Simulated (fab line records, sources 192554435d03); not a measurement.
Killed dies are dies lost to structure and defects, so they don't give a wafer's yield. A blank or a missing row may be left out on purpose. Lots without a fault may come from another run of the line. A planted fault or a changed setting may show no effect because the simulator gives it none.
Chamber matching | flow n5_finfet | N5_BEOL_M13_DESCUM_15 on rie_diel-03: 4 sister chambers
The step chemistry O2, time 7.9 s. 4 wafers are shown with their chamber, then 8 later ones without.

WAFERS WITH THEIR CHAMBER
wafer  | chamber | showerhead_plenum_p_Torr (Torr)
L083.3 | 3       | 2.22
L082.3 | 0       | 2.08
L082.6 | 2       | 2.11
L084.1 | 1       | 1.98

WAFERS WITHOUT THEIR CHAMBER
wafer  | showerhead_plenum_p_Torr (Torr)
L084.2 | 2.08
L084.5 | 1.99
L089.2 | 2.08
L089.4 | 2.21
L089.6 | 2.08
L092.1 | 2.21
L092.2 | 1.98
L092.4 | 2.07

WHICH CHAMBER EACH WENT THROUGH
wafer  | from the rows above | in truth
L084.2 | 0                   | 0
L084.5 | 1                   | 1
L089.2 | 0                   | 0
L089.4 | 3                   | 3
L089.6 | 0                   | 0
L092.1 | 3                   | 3
L092.2 | 1                   | 1
L092.4 | 0                   | 0
Placed correctly: 8 of 8. Can't be placed from these rows: 0. Placed wrongly: 0.
How it was worked out, from the rows above alone: a wafer's distance from a chamber is the root of the sum, over the readings, of the square of ((its reading less the chamber's mean) divided by the reading's scatter). The wafer belongs to the nearest chamber; if the next one is less than 2 further off, it can't be placed. A chamber's mean is the mean of its shown wafers. The scatter: with one shown wafer a chamber, the root of the mean of the squares of how far each hidden wafer lies from its nearest shown one.
